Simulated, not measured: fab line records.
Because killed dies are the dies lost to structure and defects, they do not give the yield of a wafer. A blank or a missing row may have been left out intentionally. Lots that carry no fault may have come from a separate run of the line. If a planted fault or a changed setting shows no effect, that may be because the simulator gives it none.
Chamber matching :: flow nand harc :: NHARC_P_CONTACT_CMP_24 on cmp-01: 4 sister chambers
The step polishes, t overpolish 30 s, target thk 200 nm. 4 wafers are shown with their chamber, then 8 later ones without.

EACH WAFER AND ITS CHAMBER
wafer: L077.1
chamber: 0
motor current A (A): 12.7

wafer: L081.3
chamber: 2
motor current A (A): 12.8

wafer: L084.3
chamber: 1
motor current A (A): 11.9

wafer: L086.2
chamber: 3
motor current A (A): 11.4

WAFERS WITH NO CHAMBER GIVEN
wafer: L086.3
motor current A (A): 10.9

wafer: L089.2
motor current A (A): 11.1

wafer: L089.3
motor current A (A): 11.1

wafer: L092.1
motor current A (A): 12.6

wafer: L094.3
motor current A (A): 10.8

wafer: L094.4
motor current A (A): 12.1

wafer: L097.2
motor current A (A): 11.5

wafer: L097.3
motor current A (A): 12.7

EACH ONE'S CHAMBER
wafer: L086.3
from the rows above: can't be placed: 3 or 1
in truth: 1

wafer: L089.2
from the rows above: can't be placed: 3 or 1
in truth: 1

wafer: L089.3
from the rows above: can't be placed: 3 or 1
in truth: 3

wafer: L092.1
from the rows above: can't be placed: 0 or 2 or 1
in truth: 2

wafer: L094.3
from the rows above: can't be placed: 3 or 1
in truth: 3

wafer: L094.4
from the rows above: can't be placed: 1 or 0 or 3 or 2
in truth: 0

wafer: L097.2
from the rows above: can't be placed: 3 or 1
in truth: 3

wafer: L097.3
from the rows above: can't be placed: 0 or 2
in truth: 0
0 of 8 placed correctly. Cannot be placed on the basis of these rows: 8; the candidates contain the true chamber in 8. Wrongly placed: 0.
How it was worked out, from the rows above alone: a wafer's distance from a chamber is the root of the sum, over the readings, of the square of ((its reading less the chamber's mean) divided by the reading's scatter). If the next closest chamber is less than 2 further off than the closest, the wafer can't be placed; otherwise it belongs to the closest. For every chamber, the mean is computed from those of its wafers that are shown. The scatter: root of mean squared gap, hidden wafer to nearest shown wafer, with one shown wafer a chamber.
